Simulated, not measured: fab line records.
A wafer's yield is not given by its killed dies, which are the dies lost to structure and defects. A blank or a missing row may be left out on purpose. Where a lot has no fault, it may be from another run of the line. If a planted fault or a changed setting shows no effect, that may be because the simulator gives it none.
2 desks, one fault	flow n5 finfet	each desk has only its own numbers; what lay behind them comes last

== DESK OF THE TOOL OWNER: ald sin-02 ==
The tool's own readings at N5_SPACER0_ALD_00 (deposits SiOCN, target thk 3.5 nm, pulse time 3 s, purge time 2 s): means of the sampled wafers that have a number, for each lot that ran on this tool. Marked OUT: a lot whose mean sits more than 4 standard deviations from the usual mean, which makes it out of limits; the brackets give that distance.
Columns: A = heater power w at N5_SPACER0_ALD_00, usual 859 W; B = precursor pulse height rel at N5_SPACER0_ALD_00, usual 0.998
lot	first seen here	A	B
L343	day 3 06:55	832	0.991
L349	day 4 22:25	833	0.995
L350	day 5 04:31	858	1.019
L351	day 5 10:51	839	0.977
L354	day 6 06:17	804	0.987
L364	day 8 15:50	813	1.008
L365	day 8 18:32	838	1.003
Result from this desk: across the 7 lots, nothing is out of limits.

== METROLOGY DESK ==
What the gauges read for every lot (on any tool): the sampled wafers with a number, averaged. Marked OUT: a lot whose mean sits more than 4 standard deviations from the usual mean, which makes it out of limits; the brackets give that distance.
Columns: A = GATE_OVL at N5_DUMMY_GATE_OVL_MEAS_16, usual 0.1 nm
lot	first seen here	A
L343	day 3 05:20	1.0
L347	day 4 04:01	-0.9
L348	day 4 09:04	-0.1
L349	day 4 17:53	-0.3
L350	day 5 02:22	0.5
L351	day 5 09:10	1.9
L354	day 6 04:37	0.6
L362	day 8 00:35	-0.5
L363	day 8 11:01	0.2
L364	day 8 14:14	0.6
L365	day 8 14:56	-0.3
Result from this desk: across the 11 lots, nothing is out of limits.

== BROUGHT TOGETHER ==
Nothing out of limits was seen by the tool owner's desk.
At the metrology desk, nothing out of limits was observed.

== WHAT THE SIMULATOR PUT IN ==
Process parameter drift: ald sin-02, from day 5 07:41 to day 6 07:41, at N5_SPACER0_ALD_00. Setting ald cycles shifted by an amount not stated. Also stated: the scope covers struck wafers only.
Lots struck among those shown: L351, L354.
